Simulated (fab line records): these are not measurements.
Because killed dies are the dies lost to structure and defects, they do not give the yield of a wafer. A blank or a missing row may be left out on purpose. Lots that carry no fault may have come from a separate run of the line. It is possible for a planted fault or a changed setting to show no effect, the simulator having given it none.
Which tool was responsible? :: flow n5Finfet :: 72 wafers from 24 lots sampled at 5 of the route's 1938 steps

## WHAT THE GAUGES READ, wafer by wafer
N5_BEOL_M5_INSPECT_58: inspects for defects (darkfield).
lot: L074
measured: day 8 10:33
on: defectInspect-01
rawDefectCount: 96 64 59

lot: L075
measured: day 8 12:17
on: defectInspect-01
rawDefectCount: 75 81 69

lot: L076
measured: day 8 19:04
on: defectInspect-02
rawDefectCount: 75 54 111

lot: L077
measured: day 8 19:25
on: defectInspect-01
rawDefectCount: 55 49 76

lot: L078
measured: day 9 08:05
on: defectInspect-01
rawDefectCount: 125 63 74

lot: L080
measured: day 9 12:48
on: defectInspect-01
rawDefectCount: 55 46 81

lot: L079
measured: day 9 15:35
on: defectInspect-01
rawDefectCount: 57 35 73

lot: L081
measured: day 9 17:19
on: defectInspect-01
rawDefectCount: 36 42 61

lot: L082
measured: day 10 01:05
on: defectInspect-02
rawDefectCount: 78 76 98

lot: L083
measured: day 10 18:11
on: defectInspect-01
rawDefectCount: 129 145 60

lot: L084
measured: day 10 23:16
on: defectInspect-01
rawDefectCount: 67 77 39

lot: L086
measured: day 10 23:32
on: defectInspect-01
rawDefectCount: 67 55 72

lot: L085
measured: day 11 04:44
on: defectInspect-01
rawDefectCount: 105 63 100

lot: L087
measured: day 11 13:10
on: defectInspect-02
rawDefectCount: 123 99 85

lot: L089
measured: day 12 01:25
on: defectInspect-02
rawDefectCount: 102 97 80

lot: L088
measured: day 12 01:46
on: defectInspect-02
rawDefectCount: 81 111 55

lot: L090
measured: day 12 06:53
on: defectInspect-02
rawDefectCount: 54 51 56

lot: L091
measured: day 12 07:05
on: defectInspect-02
rawDefectCount: 105 115 122

lot: L093
measured: day 13 00:17
on: defectInspect-02
rawDefectCount: 46 78 52

lot: L092
measured: day 13 06:52
on: defectInspect-01
rawDefectCount: 56 60 68

lot: L094
measured: day 13 10:38
on: defectInspect-02
rawDefectCount: 68 83 63

lot: L095
measured: day 14 02:26
on: defectInspect-02
rawDefectCount: 114 52 65

lot: L096
measured: day 14 15:59
on: defectInspect-02
rawDefectCount: 70 62 83

lot: L097
measured: day 14 16:13
on: defectInspect-01
rawDefectCount: 44 71 54

N5_BEOL_M6_THK_MEAS_01.
lot: L074
measured: day 8 11:10
on: filmMetro-02
M6_ILD_THK (nm): 153.4 154.4 156.3

lot: L075
measured: day 8 12:57
on: filmMetro-02
M6_ILD_THK (nm): 152.9 153.3 154.2

lot: L076
measured: day 8 19:41
on: filmMetro-01
M6_ILD_THK (nm): 152.8 150.7 156.0

lot: L077
measured: day 8 20:02
on: filmMetro-02
M6_ILD_THK (nm): 154.0 154.1 156.5

lot: L078
measured: day 9 08:42
on: filmMetro-02
M6_ILD_THK (nm): 152.8 151.3 157.7

lot: L080
measured: day 9 13:25
on: filmMetro-02
M6_ILD_THK (nm): 155.2 153.1 156.3

lot: L079
measured: day 9 16:13
on: filmMetro-02
M6_ILD_THK (nm): 152.6 153.6 153.3

lot: L081
measured: day 9 18:43
on: filmMetro-02
M6_ILD_THK (nm): 154.0 152.0 155.2

lot: L082
measured: day 10 01:42
on: filmMetro-01
M6_ILD_THK (nm): 153.8 156.7 155.6

lot: L083
measured: day 10 18:49
on: filmMetro-01
M6_ILD_THK (nm): 151.3 156.0 154.6

lot: L084
measured: day 10 23:53
on: filmMetro-01
M6_ILD_THK (nm): 154.6 155.4 156.6

lot: L086
measured: day 11 00:10
on: filmMetro-01
M6_ILD_THK (nm): 152.8 156.7 155.4

lot: L085
measured: day 11 05:21
on: filmMetro-02
M6_ILD_THK (nm): 154.0 157.5 157.0

lot: L087
measured: day 11 13:46
on: filmMetro-01
M6_ILD_THK (nm): 150.9 155.6 154.8

lot: L089
measured: day 12 02:02
on: filmMetro-01
M6_ILD_THK (nm): 154.3 156.9 157.5

lot: L088
measured: day 12 02:23
on: filmMetro-02
M6_ILD_THK (nm): 152.0 153.8 156.0

lot: L090
measured: day 12 07:29
on: filmMetro-02
M6_ILD_THK (nm): 153.1 156.2 157.4

lot: L091
measured: day 12 07:43
on: filmMetro-02
M6_ILD_THK (nm): 151.0 152.3 156.7

lot: L093
measured: day 13 00:55
on: filmMetro-01
M6_ILD_THK (nm): 153.9 155.2 157.0

lot: L092
measured: day 13 07:29
on: filmMetro-01
M6_ILD_THK (nm): 155.4 154.3 157.4

lot: L094
measured: day 13 11:15
on: filmMetro-02
M6_ILD_THK (nm): 152.0 155.5 155.2

lot: L095
measured: day 14 03:03
on: filmMetro-01
M6_ILD_THK (nm): 153.5 156.6 154.0

lot: L096
measured: day 14 16:36
on: filmMetro-01
M6_ILD_THK (nm): 152.1 156.3 154.9

lot: L097
measured: day 14 16:50
on: filmMetro-02
M6_ILD_THK (nm): 151.8 153.9 154.6

N5_BEOL_M6_CD_MEAS_11 targets a cd of 38.5 nm.
lot: L074
measured: day 8 13:21
on: cdSem-03
cdNm (nm): 37.9 37.5 37.5

lot: L075
measured: day 8 13:48
on: cdSem-01
cdNm (nm): 38.7 38.9 39.1

lot: L076
measured: day 8 20:37
on: cdSem-03
cdNm (nm): 38.8 38.7 39.1

lot: L077
measured: day 8 20:47
on: cdSem-03
cdNm (nm): 38.4 38.5 38.0

lot: L078
measured: day 9 10:34
on: cdSem-03
cdNm (nm): 38.9 38.3 38.7

lot: L080
measured: day 9 15:33
on: cdSem-02
cdNm (nm): 38.4 38.3 38.5

lot: L079
measured: day 9 17:13
on: cdSem-01
cdNm (nm): 39.0 39.5 38.3

lot: L081
measured: day 9 20:50
on: cdSem-02
cdNm (nm): 38.0 37.8 38.8

lot: L082
measured: day 10 02:50
on: cdSem-01
cdNm (nm): 39.1 38.9 38.8

lot: L083
measured: day 10 21:53
on: cdSem-02
cdNm (nm): 38.1 38.8 38.6

lot: L084
measured: day 11 03:34
on: cdSem-01
cdNm (nm): 38.5 39.0 38.1

lot: L086
measured: day 11 03:43
on: cdSem-03
cdNm (nm): 38.9 39.1 38.7

lot: L085
measured: day 11 07:10
on: cdSem-03
cdNm (nm): 38.6 38.6 38.3

lot: L087
measured: day 11 15:18
on: cdSem-01
cdNm (nm): 39.0 38.7 39.3

lot: L089
measured: day 12 04:56
on: cdSem-02
cdNm (nm): 38.5 39.4 39.0

lot: L088
measured: day 12 05:16
on: cdSem-02
cdNm (nm): 38.1 38.0 38.1

lot: L090
measured: day 12 09:14
on: cdSem-01
cdNm (nm): 39.4 39.1 38.7

lot: L091
measured: day 12 09:16
on: cdSem-03
cdNm (nm): 38.9 39.0 38.8

lot: L093
measured: day 13 01:39
on: cdSem-02
cdNm (nm): 39.2 39.7 38.7

lot: L092
measured: day 13 09:07
on: cdSem-02
cdNm (nm): 38.4 38.6 38.4

lot: L094
measured: day 13 13:26
on: cdSem-03
cdNm (nm): 38.4 37.8 38.2

lot: L095
measured: day 14 05:40
on: cdSem-02
cdNm (nm): 39.0 39.1 39.3

lot: L096
measured: day 14 19:28
on: cdSem-02
cdNm (nm): 38.7 39.3 39.1

lot: L097
measured: day 14 19:38
on: cdSem-02
cdNm (nm): 38.8 38.9 38.4

N5_BEOL_M7_INSPECT_13: inspects for defects (brightfield).
lot: L074
measured: day 8 23:59
on: defectInspect-02
rawDefectCount: 440 369 379

lot: L075
measured: day 8 23:37
on: defectInspect-01
rawDefectCount: 359 353 232

lot: L076
measured: day 9 02:33
on: defectInspect-02
rawDefectCount: 695 644 523

lot: L077
measured: day 9 02:20
on: defectInspect-02
rawDefectCount: 301 304 381

lot: L078
measured: day 9 18:25
on: defectInspect-02
rawDefectCount: 397 526 326

lot: L080
measured: day 9 22:41
on: defectInspect-02
rawDefectCount: 429 440 348

lot: L079
measured: day 10 00:25
on: defectInspect-02
rawDefectCount: 319 412 260

lot: L081
measured: day 10 02:46
on: defectInspect-02
rawDefectCount: 296 343 523

lot: L082
measured: day 10 08:59
on: defectInspect-01
rawDefectCount: 398 673 534

lot: L083
measured: day 11 07:39
on: defectInspect-01
rawDefectCount: 531 339 419

lot: L084
measured: day 11 11:14
on: defectInspect-02
rawDefectCount: 471 558 404

lot: L086
measured: day 11 11:24
on: defectInspect-01
rawDefectCount: 398 416 239

lot: L085
measured: day 11 15:14
on: defectInspect-02
rawDefectCount: 578 735 486

lot: L087
measured: day 11 23:04
on: defectInspect-02
rawDefectCount: 380 363 324

lot: L089
measured: day 12 12:05
on: defectInspect-02
rawDefectCount: 330 302 412

lot: L088
measured: day 12 12:15
on: defectInspect-02
rawDefectCount: 517 415 439

lot: L090
measured: day 12 15:14
on: defectInspect-02
rawDefectCount: 432 363 345

lot: L091
measured: day 12 15:16
on: defectInspect-02
rawDefectCount: 372 444 465

lot: L093
measured: day 13 08:54
on: defectInspect-02
rawDefectCount: 378 359 428

lot: L092
measured: day 13 17:37
on: defectInspect-02
rawDefectCount: 439 477 526

lot: L094
measured: day 13 22:11
on: defectInspect-02
rawDefectCount: 483 536 445

lot: L095
measured: day 14 15:46
on: defectInspect-01
rawDefectCount: 366 404 372

lot: L096
measured: day 15 04:15
on: defectInspect-01
rawDefectCount: 308 287 259

lot: L097
measured: day 15 05:12
on: defectInspect-01
rawDefectCount: 374 507 447

## WHICH TOOL RAN EACH LOT (tool, then ch and the chambers of the sampled wafers, then the start)
lot: L074
N5_BEOL_M6_DEGAS_44: pvdSputter-03, day 8 19:26

lot: L075
N5_BEOL_M6_DEGAS_44: pvdSputter-03, day 8 19:21

lot: L076
N5_BEOL_M6_DEGAS_44: pvdSputter-03, day 8 23:26

lot: L077
N5_BEOL_M6_DEGAS_44: pvdSputter-02, day 8 23:10

lot: L078
N5_BEOL_M6_DEGAS_44: pvdSputter-01, day 9 14:52

lot: L080
N5_BEOL_M6_DEGAS_44: pvdSputter-01, day 9 17:41

lot: L079
N5_BEOL_M6_DEGAS_44: pvdSputter-03, day 9 20:58

lot: L081
N5_BEOL_M6_DEGAS_44: pvdSputter-03, day 9 23:01

lot: L082
N5_BEOL_M6_DEGAS_44: pvdSputter-01, day 10 05:07

lot: L083
N5_BEOL_M6_DEGAS_44: pvdSputter-01, day 11 03:53

lot: L084
N5_BEOL_M6_DEGAS_44: pvdSputter-02, day 11 06:46

lot: L086
N5_BEOL_M6_DEGAS_44: pvdSputter-01, day 11 06:50

lot: L085
N5_BEOL_M6_DEGAS_44: pvdSputter-03, day 11 10:25

lot: L087
N5_BEOL_M6_DEGAS_44: pvdSputter-01, day 11 19:48

lot: L089
N5_BEOL_M6_DEGAS_44: pvdSputter-01, day 12 08:25

lot: L088
N5_BEOL_M6_DEGAS_44: pvdSputter-01, day 12 08:29

lot: L090
N5_BEOL_M6_DEGAS_44: pvdSputter-03, day 12 11:38

lot: L091
N5_BEOL_M6_DEGAS_44: pvdSputter-01, day 12 11:41

lot: L093
N5_BEOL_M6_DEGAS_44: pvdSputter-03, day 13 03:44

lot: L092
N5_BEOL_M6_DEGAS_44: pvdSputter-03, day 13 11:57

lot: L094
N5_BEOL_M6_DEGAS_44: pvdSputter-03, day 13 18:27

lot: L095
N5_BEOL_M6_DEGAS_44: pvdSputter-01, day 14 09:39

lot: L096
N5_BEOL_M6_DEGAS_44: pvdSputter-01, day 14 23:46

lot: L097
N5_BEOL_M6_DEGAS_44: pvdSputter-02, day 15 00:39
- N5_BEOL_M6_DEGAS_44: time 60 s.

## AS READ BY THE TOOLS THEMSELVES (means over the sampled wafers that have a number; for cases with no such wafer, the mark the record gives instead)
N5_BEOL_M6_DEGAS_44.
lot: L074
tool: pvdSputter-03
heaterPowerW (W): 340

lot: L075
tool: pvdSputter-03
heaterPowerW (W): 315

lot: L076
tool: pvdSputter-03
heaterPowerW (W): 316

lot: L077
tool: pvdSputter-02
heaterPowerW (W): 342

lot: L078
tool: pvdSputter-01
heaterPowerW (W): 315

lot: L080
tool: pvdSputter-01
heaterPowerW (W): 310

lot: L079
tool: pvdSputter-03
heaterPowerW (W): 310

lot: L081
tool: pvdSputter-03
heaterPowerW (W): 339

lot: L082
tool: pvdSputter-01
heaterPowerW (W): 308

lot: L083
tool: pvdSputter-01
heaterPowerW (W): 313

lot: L084
tool: pvdSputter-02
heaterPowerW (W): 347

lot: L086
tool: pvdSputter-01
heaterPowerW (W): 290

lot: L085
tool: pvdSputter-03
heaterPowerW (W): 281

lot: L087
tool: pvdSputter-01
heaterPowerW (W): 299

lot: L089
tool: pvdSputter-01
heaterPowerW (W): 315

lot: L088
tool: pvdSputter-01
heaterPowerW (W): 317

lot: L090
tool: pvdSputter-03
heaterPowerW (W): 352

lot: L091
tool: pvdSputter-01
heaterPowerW (W): 317

lot: L093
tool: pvdSputter-03
heaterPowerW (W): 358

lot: L092
tool: pvdSputter-03
heaterPowerW (W): 373

lot: L094
tool: pvdSputter-03
heaterPowerW (W): 310

lot: L095
tool: pvdSputter-01
heaterPowerW (W): 322

lot: L096
tool: pvdSputter-01
heaterPowerW (W): 312

lot: L097
tool: pvdSputter-02
heaterPowerW (W): 349

## THE ANSWER, worked out from the rows above alone
Rule: what is usual is taken from the lots themselves. The widest of any qualifying gaps counts: lots, ordered by their means at a reading, are off when they make up no more than a third of the lots, leave a main group of 4 or more, and stand apart from it by 3 or more times the standard deviation of that group's means. If all means in a main group match to the digits the tables above print for the reading, that group is not used. A lot without any number at a reading at which 4 lots or more have one is off too. All remaining lots with rows at the step are treated as sound. Order of review: gauges by route order, followed by the tools' own readings, for which a lot's mean as printed above is used. At the first step where some lot is off, the reading lying furthest off is the one used; lots without a number count as furthest.
No lot is off on any of the readings shown, so nothing can be concluded from this.

## WHAT THE SIMULATOR PUT IN
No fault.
